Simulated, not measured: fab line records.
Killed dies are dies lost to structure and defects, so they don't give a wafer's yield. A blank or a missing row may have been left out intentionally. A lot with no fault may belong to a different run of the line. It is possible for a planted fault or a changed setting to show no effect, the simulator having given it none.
fab line records / flow nand-harc
record: lots: 13 wafers: 39 last-day: 33
route steps=1302 shown P_START@1 P_ZERO_WELL@26 P_STI@90 P_GATE@132
lots that met no fault: taken from a fault-free run of the same line
start-h: start of the lot's first displayed wafer, in hours after the record's first day / wait-h: time in hours since the lot's previous step / " identical to the entry in the row above / L1.1+2: several wafers, shown together as one row / - no value, or no start given / * or withheld: withheld / < > ~ a bound
route shown NAME@n: a module of which the file shows steps, and the number in the route of the first / usual: average and standard deviation across the fault-free wafers / same: alike in all rows / chamber/n: place in a boat / sites: per-site readings / _std_site: their standard deviation / _edge_site: outer sites' mean less inner sites' / radius-mm: how far each site lies from the wafer's centre / mask NAME#n: copy n / behind: the most recent tool/chamber to have shaped the wafer / hold: reason for holding the lot/hours on hold/outcome of the hold / device: which transistor (n, p or np) failed to switch / end of line: the route-end tests of the same wafers / where a step has no rows: the recipe by itself / killed: dies lost to structure and defects at the first sort, not the wafer's yield / map: a wafer's dies, x killed, . not, _ none there
set.NAME: the run value of the setting; set.NAME@STEP: its run value at that earlier step / model.NAME: the simulator's own value behind a step, which no gauge read
steps of the route over a sample of lots; a table a step, a row a wafer
services: from which hour (start-h, from the record's first day; less than 0 if before it) a tool's chamber was out of use, for how many hours, and why
== steps ==
step: NHARC_P_START_INSPECT_01
usual: raw-defect-count: 3.7/1.9
lot.wafer=L420.2 tool=defect-inspect-01 chamber=- start-h=30.04 wait-h=- raw-defect-count=3
lot.wafer=L420.4 tool=defect-inspect-01 chamber=- start-h=30.04 wait-h=- raw-defect-count=1
lot.wafer=L420.6 tool=defect-inspect-01 chamber=- start-h=30.04 wait-h=- raw-defect-count=3
lot.wafer=L421.2 tool=defect-inspect-02 chamber=- start-h=40.04 wait-h=- raw-defect-count=6
lot.wafer=L421.3 tool=defect-inspect-02 chamber=- start-h=40.04 wait-h=- raw-defect-count=3
lot.wafer=L421.6 tool=defect-inspect-02 chamber=- start-h=40.04 wait-h=- raw-defect-count=4
lot.wafer=L423.3 tool=defect-inspect-02 chamber=- start-h=60.04 wait-h=- raw-defect-count=2
lot.wafer=L423.4 tool=defect-inspect-02 chamber=- start-h=60.04 wait-h=- raw-defect-count=7
lot.wafer=L423.6 tool=defect-inspect-02 chamber=- start-h=60.04 wait-h=- raw-defect-count=6
lot.wafer=L425.3 tool=defect-inspect-01 chamber=- start-h=80.05 wait-h=- raw-defect-count=7
lot.wafer=L425.4 tool=defect-inspect-01 chamber=- start-h=80.05 wait-h=- raw-defect-count=4
lot.wafer=L425.5 tool=defect-inspect-01 chamber=- start-h=80.05 wait-h=- raw-defect-count=3
lot.wafer=L432.1 tool=defect-inspect-02 chamber=- start-h=150.03 wait-h=- raw-defect-count=4
lot.wafer=L432.3 tool=defect-inspect-02 chamber=- start-h=150.03 wait-h=- raw-defect-count=3
lot.wafer=L432.4 tool=defect-inspect-02 chamber=- start-h=150.03 wait-h=- raw-defect-count=3
lot.wafer=L433.2 tool=defect-inspect-02 chamber=- start-h=160.04 wait-h=- raw-defect-count=1
lot.wafer=L433.4 tool=defect-inspect-02 chamber=- start-h=160.04 wait-h=- raw-defect-count=1
lot.wafer=L433.5 tool=defect-inspect-02 chamber=- start-h=160.04 wait-h=- raw-defect-count=3
lot.wafer=L435.1 tool=defect-inspect-02 chamber=- start-h=180.04 wait-h=- raw-defect-count=7
lot.wafer=L435.3 tool=defect-inspect-02 chamber=- start-h=180.04 wait-h=- raw-defect-count=2
lot.wafer=L435.4 tool=defect-inspect-02 chamber=- start-h=180.04 wait-h=- raw-defect-count=5
lot.wafer=L436.2 tool=defect-inspect-02 chamber=- start-h=190.04 wait-h=- raw-defect-count=2
lot.wafer=L436.3 tool=defect-inspect-02 chamber=- start-h=190.04 wait-h=- raw-defect-count=1
lot.wafer=L436.5 tool=defect-inspect-02 chamber=- start-h=190.04 wait-h=- raw-defect-count=1
lot.wafer=L437.1 tool=defect-inspect-01 chamber=- start-h=200.04 wait-h=- raw-defect-count=2
lot.wafer=L437.2 tool=defect-inspect-01 chamber=- start-h=200.04 wait-h=- raw-defect-count=3
lot.wafer=L437.4 tool=defect-inspect-01 chamber=- start-h=200.04 wait-h=- raw-defect-count=3
lot.wafer=L439.2 tool=defect-inspect-02 chamber=- start-h=220.04 wait-h=- raw-defect-count=5
lot.wafer=L439.4 tool=defect-inspect-02 chamber=- start-h=220.04 wait-h=- raw-defect-count=1
lot.wafer=L439.6 tool=defect-inspect-02 chamber=- start-h=220.04 wait-h=- raw-defect-count=2
lot.wafer=L440.2 tool=defect-inspect-01 chamber=- start-h=230.05 wait-h=- raw-defect-count=2
lot.wafer=L440.4 tool=defect-inspect-01 chamber=- start-h=230.05 wait-h=- raw-defect-count=5
lot.wafer=L440.5 tool=defect-inspect-01 chamber=- start-h=230.05 wait-h=- raw-defect-count=11
lot.wafer=L441.4 tool=defect-inspect-01 chamber=- start-h=240.04 wait-h=- raw-defect-count=3
lot.wafer=L441.5 tool=defect-inspect-01 chamber=- start-h=240.04 wait-h=- raw-defect-count=2
lot.wafer=L441.6 tool=defect-inspect-01 chamber=- start-h=240.04 wait-h=- raw-defect-count=4
lot.wafer=L442.2 tool=defect-inspect-01 chamber=- start-h=250.04 wait-h=- raw-defect-count=5
lot.wafer=L442.3 tool=defect-inspect-01 chamber=- start-h=250.04 wait-h=- raw-defect-count=1
lot.wafer=L442.4 tool=defect-inspect-01 chamber=- start-h=250.04 wait-h=- raw-defect-count=1
step: NHARC_P_ZERO_WELL_EXPOSE_21
recipe: na: 0.6 target-cd-nm: 720 dose-mj: 22.31 mask-id: P_NWELL
lot.wafer=L420.2+4+6 tool=krf-scanner-03 chamber=0 start-h=32.46 wait-h=- mask=P_NWELL#0
lot.wafer=L421.2+3+6 tool=krf-scanner-03 chamber=0 start-h=42.41 wait-h=- mask=P_NWELL#0
lot.wafer=L423.3+4+6 tool=krf-scanner-03 chamber=0 start-h=62.35 wait-h=- mask=P_NWELL_R1#0
lot.wafer=L425.3+4+5 tool=krf-scanner-01 chamber=0 start-h=82.53 wait-h=- mask=P_NWELL#0
lot.wafer=L432.1+3+4 tool=krf-scanner-03 chamber=0 start-h=152.29 wait-h=- mask=P_NWELL#0
lot.wafer=L433.2+4+5 tool=krf-scanner-03 chamber=0 start-h=162.33 wait-h=- mask=P_NWELL#0
lot.wafer=L435.1+3+4 tool=krf-scanner-01 chamber=0 start-h=182.53 wait-h=- mask=P_NWELL#0
lot.wafer=L436.2+3+5 tool=krf-scanner-03 chamber=0 start-h=192.42 wait-h=- mask=P_NWELL#0
lot.wafer=L437.1+2+4 tool=krf-scanner-04 chamber=0 start-h=202.46 wait-h=- mask=P_NWELL#0
lot.wafer=L439.2+4+6 tool=krf-scanner-03 chamber=0 start-h=222.32 wait-h=- mask=P_NWELL#0
lot.wafer=L440.2+4+5 tool=krf-scanner-03 chamber=0 start-h=232.43 wait-h=- mask=P_NWELL#0
lot.wafer=L441.4+5+6 tool=krf-scanner-01 chamber=0 start-h=242.32 wait-h=- mask=P_NWELL#0
lot.wafer=L442.2+3+4 tool=krf-scanner-01 chamber=0 start-h=252.31 wait-h=- mask=P_NWELL#0
step: NHARC_P_ZERO_WELL_CD_MEAS_24
recipe: target-cd-nm: 720 landing-energy-ev: 500
usual: cd-nm: 719.7/1.8
lot.wafer=L420.2 tool=cd-sem-03 chamber=0 start-h=32.62 wait-h=- cd-nm=723.3
lot.wafer=L420.4 tool=cd-sem-03 chamber=0 start-h=32.62 wait-h=- cd-nm=720.5
lot.wafer=L420.6 tool=cd-sem-03 chamber=0 start-h=32.62 wait-h=- cd-nm=721.4
lot.wafer=L421.2 tool=cd-sem-01 chamber=0 start-h=42.57 wait-h=- cd-nm=718.8
lot.wafer=L421.3 tool=cd-sem-01 chamber=0 start-h=42.57 wait-h=- cd-nm=720.3
lot.wafer=L421.6 tool=cd-sem-01 chamber=0 start-h=42.57 wait-h=- cd-nm=718.7
lot.wafer=L423.3 tool=cd-sem-03 chamber=0 start-h=62.50 wait-h=- cd-nm=706.5
lot.wafer=L423.4 tool=cd-sem-03 chamber=0 start-h=62.50 wait-h=- cd-nm=707.0
lot.wafer=L423.6 tool=cd-sem-03 chamber=0 start-h=62.50 wait-h=- cd-nm=707.7
lot.wafer=L425.3 tool=cd-sem-03 chamber=0 start-h=82.68 wait-h=- cd-nm=720.3
lot.wafer=L425.4 tool=cd-sem-03 chamber=0 start-h=82.68 wait-h=- cd-nm=719.0
lot.wafer=L425.5 tool=cd-sem-03 chamber=0 start-h=82.68 wait-h=- cd-nm=719.0
lot.wafer=L432.1 tool=cd-sem-01 chamber=0 start-h=152.45 wait-h=- cd-nm=719.7
lot.wafer=L432.3 tool=cd-sem-01 chamber=0 start-h=152.45 wait-h=- cd-nm=718.4
lot.wafer=L432.4 tool=cd-sem-01 chamber=0 start-h=152.45 wait-h=- cd-nm=720.3
lot.wafer=L433.2 tool=cd-sem-02 chamber=0 start-h=162.49 wait-h=- cd-nm=717.5
lot.wafer=L433.4 tool=cd-sem-02 chamber=0 start-h=162.49 wait-h=- cd-nm=719.5
lot.wafer=L433.5 tool=cd-sem-02 chamber=0 start-h=162.49 wait-h=- cd-nm=718.1
lot.wafer=L435.1 tool=cd-sem-01 chamber=0 start-h=182.69 wait-h=- cd-nm=720.1
lot.wafer=L435.3 tool=cd-sem-01 chamber=0 start-h=182.69 wait-h=- cd-nm=720.0
lot.wafer=L435.4 tool=cd-sem-01 chamber=0 start-h=182.69 wait-h=- cd-nm=721.1
lot.wafer=L436.2 tool=cd-sem-01 chamber=0 start-h=192.57 wait-h=- cd-nm=718.2
lot.wafer=L436.3 tool=cd-sem-01 chamber=0 start-h=192.57 wait-h=- cd-nm=718.3
lot.wafer=L436.5 tool=cd-sem-01 chamber=0 start-h=192.57 wait-h=- cd-nm=722.2
lot.wafer=L437.1 tool=cd-sem-01 chamber=0 start-h=202.62 wait-h=- cd-nm=718.9
lot.wafer=L437.2 tool=cd-sem-01 chamber=0 start-h=202.62 wait-h=- cd-nm=719.1
lot.wafer=L437.4 tool=cd-sem-01 chamber=0 start-h=202.62 wait-h=- cd-nm=717.4
lot.wafer=L439.2 tool=cd-sem-03 chamber=0 start-h=222.47 wait-h=- cd-nm=718.8
lot.wafer=L439.4 tool=cd-sem-03 chamber=0 start-h=222.47 wait-h=- cd-nm=718.9
lot.wafer=L439.6 tool=cd-sem-03 chamber=0 start-h=222.47 wait-h=- cd-nm=720.2
lot.wafer=L440.2 tool=cd-sem-02 chamber=0 start-h=232.59 wait-h=- cd-nm=718.6
lot.wafer=L440.4 tool=cd-sem-02 chamber=0 start-h=232.59 wait-h=- cd-nm=720.2
lot.wafer=L440.5 tool=cd-sem-02 chamber=0 start-h=232.59 wait-h=- cd-nm=718.5
lot.wafer=L441.4 tool=cd-sem-03 chamber=0 start-h=242.46 wait-h=- cd-nm=724.0
lot.wafer=L441.5 tool=cd-sem-03 chamber=0 start-h=242.46 wait-h=- cd-nm=722.2
lot.wafer=L441.6 tool=cd-sem-03 chamber=0 start-h=242.46 wait-h=- cd-nm=722.7
lot.wafer=L442.2 tool=cd-sem-03 chamber=0 start-h=252.47 wait-h=- cd-nm=719.6
lot.wafer=L442.3 tool=cd-sem-03 chamber=0 start-h=252.47 wait-h=- cd-nm=715.5
lot.wafer=L442.4 tool=cd-sem-03 chamber=0 start-h=252.47 wait-h=- cd-nm=719.3
step: NHARC_P_STI_ETCH_15
recipe: target-depth-a: 3000 taper-deg: 4 time-s: 100.1 hbr-flow-sccm: 150 cl2-flow-sccm: 50 rf-w: 400 icp-w: 400 bias-w: 100 chemistry: HBr/Cl2
usual: drypump-motor-current-A: 5.66/0.29 oes-product-au: 1.000/0.01 throttle-valve-pct: 26.406/0.0096
lot.wafer=L421.2 tool=rie-si-03 chamber=3 start-h=64.67 wait-h=- drypump-motor-current-A=5.57 oes-product-au=1.018 rf-hours-counter-h=0.1 throttle-valve-pct=26.393
lot.wafer=L421.3 tool=rie-si-03 chamber=0 start-h=64.67 wait-h=- drypump-motor-current-A=5.71 oes-product-au=1.012 rf-hours-counter-h=0.1 throttle-valve-pct=26.420
lot.wafer=L421.6 tool=rie-si-03 chamber=3 start-h=64.67 wait-h=- drypump-motor-current-A=5.56 oes-product-au=1.009 rf-hours-counter-h=- throttle-valve-pct=26.407
lot.wafer=L420.4 tool=rie-si-04 chamber=0 start-h=64.82 wait-h=- drypump-motor-current-A=5.96 oes-product-au=1.008 rf-hours-counter-h=0.4 throttle-valve-pct=26.410
lot.wafer=L420.2 tool=rie-si-04 chamber=2 start-h=64.82 wait-h=- drypump-motor-current-A=6.08 oes-product-au=0.989 rf-hours-counter-h=0.4 throttle-valve-pct=26.399
lot.wafer=L420.6 tool=rie-si-04 chamber=3 start-h=64.82 wait-h=- drypump-motor-current-A=5.63 oes-product-au=0.991 rf-hours-counter-h=- throttle-valve-pct=26.403
lot.wafer=L423.3 tool=rie-si-05 chamber=3 start-h=84.82 wait-h=- drypump-motor-current-A=5.75 oes-product-au=0.986 rf-hours-counter-h=0.9 throttle-valve-pct=26.399
lot.wafer=L423.4 tool=rie-si-05 chamber=2 start-h=84.82 wait-h=- drypump-motor-current-A=5.33 oes-product-au=0.986 rf-hours-counter-h=0.7 throttle-valve-pct=26.402
lot.wafer=L423.6 tool=rie-si-05 chamber=3 start-h=84.82 wait-h=- drypump-motor-current-A=5.75 oes-product-au=1.003 rf-hours-counter-h=- throttle-valve-pct=26.395
lot.wafer=L425.3 tool=rie-si-03 chamber=1 start-h=105.46 wait-h=- drypump-motor-current-A=5.43 oes-product-au=0.984 rf-hours-counter-h=0.2 throttle-valve-pct=26.416
lot.wafer=L425.4 tool=rie-si-03 chamber=2 start-h=105.46 wait-h=- drypump-motor-current-A=5.62 oes-product-au=0.981 rf-hours-counter-h=0.3 throttle-valve-pct=26.402
lot.wafer=L425.5 tool=rie-si-03 chamber=1 start-h=105.46 wait-h=- drypump-motor-current-A=5.44 oes-product-au=0.979 rf-hours-counter-h=- throttle-valve-pct=26.416
lot.wafer=L432.4 tool=rie-si-03 chamber=3 start-h=173.34 wait-h=- drypump-motor-current-A=5.57 oes-product-au=1.018 rf-hours-counter-h=0.8 throttle-valve-pct=26.405
lot.wafer=L432.1 tool=rie-si-03 chamber=0 start-h=173.34 wait-h=- drypump-motor-current-A=5.75 oes-product-au=1.003 rf-hours-counter-h=0.8 throttle-valve-pct=26.415
lot.wafer=L432.3 tool=rie-si-03 chamber=1 start-h=173.34 wait-h=- drypump-motor-current-A=5.45 oes-product-au=0.990 rf-hours-counter-h=0.7 throttle-valve-pct=26.396
lot.wafer=L433.4 tool=rie-si-03 chamber=2 start-h=183.97 wait-h=- drypump-motor-current-A=5.62 oes-product-au=1.009 rf-hours-counter-h=0.9 throttle-valve-pct=26.419
lot.wafer=L433.2 tool=rie-si-03 chamber=0 start-h=183.97 wait-h=- drypump-motor-current-A=5.74 oes-product-au=1.001 rf-hours-counter-h=0.8 throttle-valve-pct=26.401
lot.wafer=L433.5 tool=rie-si-03 chamber=1 start-h=183.97 wait-h=- drypump-motor-current-A=5.42 oes-product-au=0.996 rf-hours-counter-h=- throttle-valve-pct=26.388
lot.wafer=L435.1 tool=rie-si-04 chamber=0 start-h=205.41 wait-h=- drypump-motor-current-A=5.92 oes-product-au=1.020 rf-hours-counter-h=0.2 throttle-valve-pct=26.399
lot.wafer=L435.4 tool=rie-si-04 chamber=1 start-h=205.41 wait-h=- drypump-motor-current-A=5.94 oes-product-au=1.000 rf-hours-counter-h=0.2 throttle-valve-pct=26.425
lot.wafer=L435.3 tool=rie-si-04 chamber=2 start-h=205.41 wait-h=- drypump-motor-current-A=6.09 oes-product-au=1.008 rf-hours-counter-h=0.1 throttle-valve-pct=26.414
lot.wafer=L436.3 tool=rie-si-04 chamber=1 start-h=216.74 wait-h=- drypump-motor-current-A=5.92 oes-product-au=1.015 rf-hours-counter-h=0.3 throttle-valve-pct=26.409
lot.wafer=L436.2 tool=rie-si-04 chamber=0 start-h=216.74 wait-h=- drypump-motor-current-A=5.94 oes-product-au=1.015 rf-hours-counter-h=0.3 throttle-valve-pct=26.398
lot.wafer=L436.5 tool=rie-si-04 chamber=0 start-h=216.74 wait-h=- drypump-motor-current-A=5.96 oes-product-au=1.026 rf-hours-counter-h=- throttle-valve-pct=26.401
lot.wafer=L437.1 tool=rie-si-04 chamber=0 start-h=223.61 wait-h=- drypump-motor-current-A=5.91 oes-product-au=1.014 rf-hours-counter-h=0.4 throttle-valve-pct=26.403
lot.wafer=L437.2 tool=rie-si-04 chamber=1 start-h=223.61 wait-h=- drypump-motor-current-A=5.94 oes-product-au=0.999 rf-hours-counter-h=0.4 throttle-valve-pct=26.388
lot.wafer=L437.4 tool=rie-si-04 chamber=1 start-h=223.61 wait-h=- drypump-motor-current-A=5.95 oes-product-au=1.007 rf-hours-counter-h=- throttle-valve-pct=26.396
lot.wafer=L439.4 tool=rie-si-04 chamber=2 start-h=244.07 wait-h=- drypump-motor-current-A=6.10 oes-product-au=1.004 rf-hours-counter-h=0.4 throttle-valve-pct=26.389
lot.wafer=L439.2 tool=rie-si-04 chamber=3 start-h=244.07 wait-h=- drypump-motor-current-A=5.65 oes-product-au=1.001 rf-hours-counter-h=0.3 throttle-valve-pct=26.404
lot.wafer=L439.6 tool=rie-si-04 chamber=3 start-h=244.07 wait-h=- drypump-motor-current-A=5.62 oes-product-au=0.998 rf-hours-counter-h=- throttle-valve-pct=26.400
lot.wafer=L440.2 tool=rie-si-05 chamber=1 start-h=255.36 wait-h=- drypump-motor-current-A=5.69 oes-product-au=0.985 rf-hours-counter-h=0.7 throttle-valve-pct=26.404
lot.wafer=L440.4 tool=rie-si-05 chamber=2 start-h=255.36 wait-h=- drypump-motor-current-A=5.35 oes-product-au=0.999 rf-hours-counter-h=0.7 throttle-valve-pct=26.387
lot.wafer=L440.5 tool=rie-si-05 chamber=1 start-h=255.36 wait-h=- drypump-motor-current-A=5.69 oes-product-au=0.996 rf-hours-counter-h=- throttle-valve-pct=26.397
lot.wafer=L441.4 tool=rie-si-03 chamber=2 start-h=263.90 wait-h=- drypump-motor-current-A=5.62 oes-product-au=0.996 rf-hours-counter-h=0.2 throttle-valve-pct=26.392
lot.wafer=L441.6 tool=rie-si-03 chamber=2 start-h=263.90 wait-h=- drypump-motor-current-A=5.64 oes-product-au=0.993 rf-hours-counter-h=- throttle-valve-pct=26.417
lot.wafer=L441.5 tool=rie-si-03 chamber=3 start-h=263.90 wait-h=- drypump-motor-current-A=5.59 oes-product-au=1.017 rf-hours-counter-h=- throttle-valve-pct=26.413
lot.wafer=L442.2 tool=rie-si-04 chamber=1 start-h=273.23 wait-h=- drypump-motor-current-A=5.95 oes-product-au=0.998 rf-hours-counter-h=0.7 throttle-valve-pct=26.398
lot.wafer=L442.4 tool=rie-si-04 chamber=2 start-h=273.23 wait-h=- drypump-motor-current-A=6.09 oes-product-au=1.005 rf-hours-counter-h=0.6 throttle-valve-pct=26.407
lot.wafer=L442.3 tool=rie-si-04 chamber=0 start-h=273.23 wait-h=- drypump-motor-current-A=5.94 oes-product-au=1.016 rf-hours-counter-h=0.9 throttle-valve-pct=26.401
step: NHARC_P_GATE_DEP_103
recipe: target-thk-a: 300 target-thk-nm: 30 temp-c: 400 flow-sccm: 200 rf-w: 350 material: SiON
usual: heater-power-w: 750/94
lot.wafer=L421.2 tool=pecvd-03 chamber=2 start-h=120.57 wait-h=0.5 heater-power-w=772
lot.wafer=L421.3 tool=pecvd-03 chamber=0 start-h=120.57 wait-h=0.5 heater-power-w=930
lot.wafer=L421.6 tool=pecvd-03 chamber=2 start-h=120.57 wait-h=0.5 heater-power-w=783
lot.wafer=L420.2 tool=pecvd-03 chamber=2 start-h=121.10 wait-h=0.5 heater-power-w=682
lot.wafer=L420.4 tool=pecvd-03 chamber=2 start-h=121.10 wait-h=0.5 heater-power-w=689
lot.wafer=L420.6 tool=pecvd-03 chamber=2 start-h=121.10 wait-h=0.5 heater-power-w=686
lot.wafer=L423.3 tool=pecvd-04 chamber=1 start-h=133.93 wait-h=0.4 heater-power-w=705
lot.wafer=L423.4 tool=pecvd-04 chamber=1 start-h=133.93 wait-h=0.4 heater-power-w=727
lot.wafer=L423.6 tool=pecvd-04 chamber=2 start-h=133.93 wait-h=0.4 heater-power-w=909
lot.wafer=L425.3 tool=pecvd-02 chamber=1 start-h=155.65 wait-h=0.4 heater-power-w=588
lot.wafer=L425.5 tool=pecvd-02 chamber=0 start-h=155.65 wait-h=0.4 heater-power-w=782
lot.wafer=L425.4 tool=pecvd-02 chamber=2 start-h=155.65 wait-h=0.4 heater-power-w=752
lot.wafer=L432.1 tool=pecvd-04 chamber=2 start-h=223.07 wait-h=0.6 heater-power-w=781
lot.wafer=L432.4 tool=pecvd-04 chamber=1 start-h=223.07 wait-h=0.6 heater-power-w=618
lot.wafer=L432.3 tool=pecvd-04 chamber=2 start-h=223.07 wait-h=0.6 heater-power-w=798
lot.wafer=L433.2 tool=pecvd-03 chamber=2 start-h=239.96 wait-h=0.5 heater-power-w=683
lot.wafer=L433.4 tool=pecvd-03 chamber=2 start-h=239.96 wait-h=0.5 heater-power-w=682
lot.wafer=L433.5 tool=pecvd-03 chamber=1 start-h=239.96 wait-h=0.5 heater-power-w=619
lot.wafer=L435.1 tool=pecvd-02 chamber=1 start-h=256.26 wait-h=0.6 heater-power-w=708
lot.wafer=L435.3 tool=pecvd-02 chamber=2 start-h=256.26 wait-h=0.6 heater-power-w=734
lot.wafer=L435.4 tool=pecvd-02 chamber=2 start-h=256.26 wait-h=0.6 heater-power-w=750
lot.wafer=L436.3 tool=pecvd-04 chamber=0 start-h=267.64 wait-h=0.4 heater-power-w=715
lot.wafer=L436.2 tool=pecvd-04 chamber=1 start-h=267.64 wait-h=0.4 heater-power-w=708
lot.wafer=L436.5 tool=pecvd-04 chamber=2 start-h=267.64 wait-h=0.4 heater-power-w=894
lot.wafer=L437.1 tool=pecvd-02 chamber=1 start-h=279.42 wait-h=0.6 heater-power-w=673
lot.wafer=L437.2 tool=pecvd-02 chamber=2 start-h=279.42 wait-h=0.6 heater-power-w=705
lot.wafer=L437.4 tool=pecvd-02 chamber=1 start-h=279.42 wait-h=0.6 heater-power-w=657
lot.wafer=L439.2 tool=pecvd-02 chamber=1 start-h=297.78 wait-h=0.5 heater-power-w=702
lot.wafer=L439.6 tool=pecvd-02 chamber=0 start-h=297.78 wait-h=0.5 heater-power-w=813
lot.wafer=L439.4 tool=pecvd-02 chamber=2 start-h=297.78 wait-h=0.5 heater-power-w=726
lot.wafer=L440.2 tool=pecvd-02 chamber=2 start-h=304.85 wait-h=0.5 heater-power-w=715
lot.wafer=L440.5 tool=pecvd-02 chamber=0 start-h=304.85 wait-h=0.5 heater-power-w=749
lot.wafer=L440.4 tool=pecvd-02 chamber=1 start-h=304.85 wait-h=0.5 heater-power-w=721
lot.wafer=L441.4 tool=pecvd-03 chamber=1 start-h=317.67 wait-h=0.3 heater-power-w=704
lot.wafer=L441.6 tool=pecvd-03 chamber=2 start-h=317.67 wait-h=0.3 heater-power-w=676
lot.wafer=L441.5 tool=pecvd-03 chamber=0 start-h=317.67 wait-h=0.3 heater-power-w=797
lot.wafer=L442.2 tool=pecvd-02 chamber=2 start-h=324.69 wait-h=0.5 heater-power-w=736
lot.wafer=L442.3 tool=pecvd-02 chamber=1 start-h=324.69 wait-h=0.5 heater-power-w=717
lot.wafer=L442.4 tool=pecvd-02 chamber=1 start-h=324.69 wait-h=0.5 heater-power-w=717
== services ==
tool=pecvd-02 chamber=1 start-h=29.41 hours=6.4 kind=repair
tool=rie-si-03 chamber=- start-h=44.00 hours=9.0 kind=pm
tool=pecvd-02 chamber=- start-h=46.24 hours=13.0 kind=pm
tool=krf-scanner-03 chamber=- start-h=52.01 hours=4.0 kind=pm
tool=krf-scanner-03 chamber=- start-h=60.23 hours=0.6 kind=repair
tool=pecvd-02 chamber=1 start-h=92.94 hours=4.0 kind=repair
tool=rie-si-03 chamber=3 start-h=98.86 hours=1.0 kind=repair
tool=pecvd-03 chamber=1 start-h=107.47 hours=14.1 kind=repair
tool=rie-si-04 chamber=1 start-h=115.54 hours=8.0 kind=repair
tool=krf-scanner-01 chamber=- start-h=130.02 hours=2.0 kind=repair
tool=krf-scanner-01 chamber=- start-h=140.00 hours=4.0 kind=pm
tool=rie-si-04 chamber=0 start-h=145.15 hours=1.1 kind=repair
tool=pecvd-02 chamber=- start-h=149.17 hours=2.0 kind=repair
tool=rie-si-04 chamber=- start-h=165.04 hours=9.0 kind=pm
tool=pecvd-03 chamber=- start-h=185.14 hours=13.0 kind=pm
tool=pecvd-02 chamber=- start-h=185.85 hours=1.6 kind=repair
tool=krf-scanner-03 chamber=- start-h=186.09 hours=0.4 kind=repair
tool=pecvd-02 chamber=1 start-h=192.22 hours=7.9 kind=repair
tool=krf-scanner-03 chamber=- start-h=208.50 hours=0.1 kind=repair
tool=rie-si-04 chamber=3 start-h=216.48 hours=10.8 kind=repair
tool=rie-si-03 chamber=- start-h=221.00 hours=9.0 kind=pm
tool=krf-scanner-03 chamber=- start-h=224.01 hours=4.0 kind=pm
tool=pecvd-02 chamber=- start-h=227.39 hours=13.0 kind=pm
tool=rie-si-03 chamber=2 start-h=264.36 hours=9.4 kind=repair
== key ==
first-sign: step: NHARC_P_ZERO_WELL_EXPOSE_21 reading: mask direction: changed
effect: step: NHARC_P_ZERO_WELL_CD_MEAS_24 reading: cd-nm direction: down sigmas: 7 usual: 719.7 struck: 707.0
met-at NHARC_P_ZERO_WELL_EXPOSE_21
struck-lots L423
tester-left-out L423
not-acting-at NHARC_P_START_INSPECT_01,NHARC_P_STI_ETCH_15,NHARC_P_GATE_DEP_103
onset-between 42.41 62.35
fault: kind: wrong-mask tool: any chamber: - onset-h: 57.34 steps: NHARC_P_ZERO_WELL_EXPOSE_21 aux-copy: P_NWELL_R1#0 cd-offset-nm: -10.149 scope: struck-lots-only
tester-left-out: of these lots the tester's yield and bins aren't shown, on N5 and GAA mostly nor the transistor test; their killed dies are dies lost to structure and defects alone, not to doping, threshold or leakage, so they don't give the yield
